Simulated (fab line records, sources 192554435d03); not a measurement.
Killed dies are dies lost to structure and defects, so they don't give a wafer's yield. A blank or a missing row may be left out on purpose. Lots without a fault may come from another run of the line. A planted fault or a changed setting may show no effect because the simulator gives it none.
A struck lot beside a sound one | flow n5_finfet | 18 steps out of a route of 1938
Sound: wafers L762.1, L762.4, L762.6. Struck: wafers L769.1, L769.6. (L769.4 of the same lot was not struck and is left out.) The cause comes at the end.
At each step with rows: each side's tool, then ch and its chambers, then its first start. Under that, the readings that differ: sound wafers | struck wafers | difference of the means | sigmas: that difference in standard deviations of wafers without a fault.
alike: readings whose means differ by less than 2 such deviations, and words and numbers that are the same on both sides. not compared: withheld readings, readings that some wafer has no value for, bounds like >300 that may hide the same value, and numbers for which the record gives no deviation and whose values overlap.
The two part at a step that has a row with sigmas, a row that says differs or no value, or rows on one side only. Numbers that don't overlap but have no deviation are shown without sigmas and don't part them. A reading that every wafer of one side lacks parts them only if that side has two wafers or more.

first, 3 steps without rows for these wafers: N5_MOL_CONTACT_COAG_EXPOSE_05 (exposes mask CA, defocus 0 nm); N5_MOL_CONTACT_COAG_PEB_06 (peb time 60 s); N5_MOL_CONTACT_COAG_DEVELOP_07 (develop time 30 s).
N5_MOL_CONTACT_COAG_CD_MEAS_08: target cd 28 nm.
  sound on cd_sem-03 ch 0, day 4 18:44; struck on cd_sem-03 ch 0, day 6 09:44
  alike: cd_nm
N5_MOL_CONTACT_COAG_OVL_MEAS_09:
  sound on overlay-01 ch 0, day 4 18:46; struck on overlay-01 ch 0, day 6 09:46
  alike: CA_OVL
N5_MOL_CONTACT_COAG_INSPECT_10: inspects for defects (brightfield).
  sound on defect_inspect-02, day 4 18:49; struck on defect_inspect-01, day 6 09:49
  alike: raw_defect_count
N5_MOL_CONTACT_COAG_DESCUM_13: chemistry O2, time 7 s.
  sound on rie_diel-04 ch 0,1,2, day 4 18:56; struck on rie_diel-05 ch 3, day 6 10:01
  alike: drypump_motor_current_A, oes_product_au, rf_vpp_V, showerhead_plenum_p_Torr, throttle_valve_pct
  not compared: rf_hours_counter_h
N5_MOL_CONTACT_COAG_ETCH_59: etches underlayer in N2/H2, target depth 13 nm, time 10.4 s.
  sound on rie_diel-04 ch 0,1,2, day 4 18:58; struck on rie_diel-05 ch 3, day 6 10:03
  alike: drypump_motor_current_A, etch_rf_on_time_s, oes_product_au, rf_fwd_power_W, rf_vpp_V, showerhead_plenum_p_Torr, throttle_valve_pct
  not compared: rf_hours_counter_h
N5_MOL_CONTACT_COAG_ETCH_105: etches SiARC in CF4, target depth 15.6 nm, time 26 s.
  sound on rie_diel-04 ch 0,1,2, day 4 18:59; struck on rie_diel-05 ch 3, day 6 10:04
  alike: drypump_motor_current_A, etch_rf_on_time_s, oes_product_au, rf_fwd_power_W, rf_vpp_V, showerhead_plenum_p_Torr, throttle_valve_pct
  not compared: rf_hours_counter_h
N5_MOL_CONTACT_COAG_ETCH_106: etches SOC in N2/H2, target depth 80 nm, overetch 16 nm, time 120 s.
  sound on rie_diel-04 ch 0,1,2, day 4 19:01; struck on rie_diel-05 ch 3, day 6 10:06
  alike: drypump_motor_current_A, oes_product_au, rf_fwd_power_W, rf_vpp_V, showerhead_plenum_p_Torr, throttle_valve_pct
  not compared: rf_hours_counter_h
then, 2 steps without rows for these wafers: N5_MOL_CONTACT_COAG_STRIP_107 (strips in N2/H2); N5_MOL_CONTACT_COAG_STRIP_108 (strips in N2/H2).
N5_MOL_CONTACT_COAG_CONTACT_ETCH_14: etches SiO2 in C4F6/O2, target depth 27.5 nm, overetch 8.5 nm, time 20 s.
  sound on rie_diel-04 ch 0,1,2, day 4 19:07; struck on rie_diel-05 ch 3, day 6 10:12
  reading            | sound             | struck      | difference | sigmas
  rf_fwd_power_W (W) | 365.6 364.1 365.7 | 451.1 448.8 | +84.8      | +47
  rf_vpp_V (V)       | 692 697 696       | 652 651     | -44        | -13
  alike: drypump_motor_current_A, oes_ar_750_au, oes_product_au, showerhead_plenum_p_Torr, throttle_valve_pct
  not compared: rf_hours_counter_h
then, 1 step without rows for these wafers: N5_MOL_CONTACT_COAG_STRIP_109 (strips in C4F6/O2).
N5_MOL_CONTACT_COAG_ETCH_15: etches SiNx in CH3F/O2, stops on Si:P, target depth 7 nm.
  sound on rie_diel-04 ch 0,1,2, day 4 19:09; struck on rie_diel-05 ch 3, day 6 10:14
  reading                                            | sound          | struck  | difference | sigmas
  model.SOC_of_MOL_CONTACT_COAG_COAT_103.thk_nm (nm) | 75.2 75.6 75.2 | 74.8 75 | -0.4       |
  alike: drypump_motor_current_A, oes_ar_750_au, oes_product_au, rf_fwd_power_W, rf_vpp_V, showerhead_plenum_p_Torr, throttle_valve_pct
  not compared: rf_hours_counter_h
N5_MOL_CONTACT_COAG_ETCH_110: etches Si in CF4/O2, target depth 2.5 nm, time 8 s.
  sound on rie_diel-04 ch 0,1,2, day 4 19:13; struck on rie_diel-05 ch 3, day 6 10:17
  alike: drypump_motor_current_A, oes_ar_750_au, oes_product_au, rf_fwd_power_W, rf_vpp_V, showerhead_plenum_p_Torr, throttle_valve_pct
  not compared: rf_hours_counter_h
-- the record jumps here: 3 days lie between the struck wafers' starts before and after (it left off in module MOL_CONTACT_COAG and takes up again in module BEOL_M4, whose first step shown is number 1111 of the route) --
N5_BEOL_M4_RC_MEAS_101:
  sound on prober-01 ch 0, day 8 09:14; struck on prober-02 ch 0, day 9 11:20
  alike: DIBL_N, DIBL_P, IOFF_N, IOFF_P, ION_N, ION_P, SS_N, SS_P, VT_N, VT_P
-- the record jumps here: 4 days lie between the struck wafers' starts before and after (it left off in module BEOL_M4 and takes up again in module PASSIVATION, whose first step shown is number 1936 of the route) --
N5_PASSIVATION_PROBE_49:
  sound on prober-02, day 12 17:41; struck on prober-01, day 13 18:16
  alike: defect_limited_yield, killed_at_M0_to_M3, killed_at_M4_up, killed_at_contacts, killed_at_front_end, killed_at_other, killed_dies, killed_on_rim, killed_open, killed_short, sort_bin_4_leakage, sort_bin_5_function, sort_bin_6_memory, sort_n_pass, sort_yield_pct

WHERE THEY PART
Only at N5_MOL_CONTACT_COAG_CONTACT_ETCH_14, within this record. Later steps at which nothing parts them and some readings are alike: N5_MOL_CONTACT_COAG_ETCH_15, N5_MOL_CONTACT_COAG_ETCH_110, N5_BEOL_M4_RC_MEAS_101, N5_PASSIVATION_PROBE_49.

WHY: what the simulator had put in
Process parameter drift: rie_diel-05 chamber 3, from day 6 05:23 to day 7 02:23, at N5_MOL_CONTACT_COAG_CONTACT_ETCH_14. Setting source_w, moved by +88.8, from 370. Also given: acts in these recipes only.
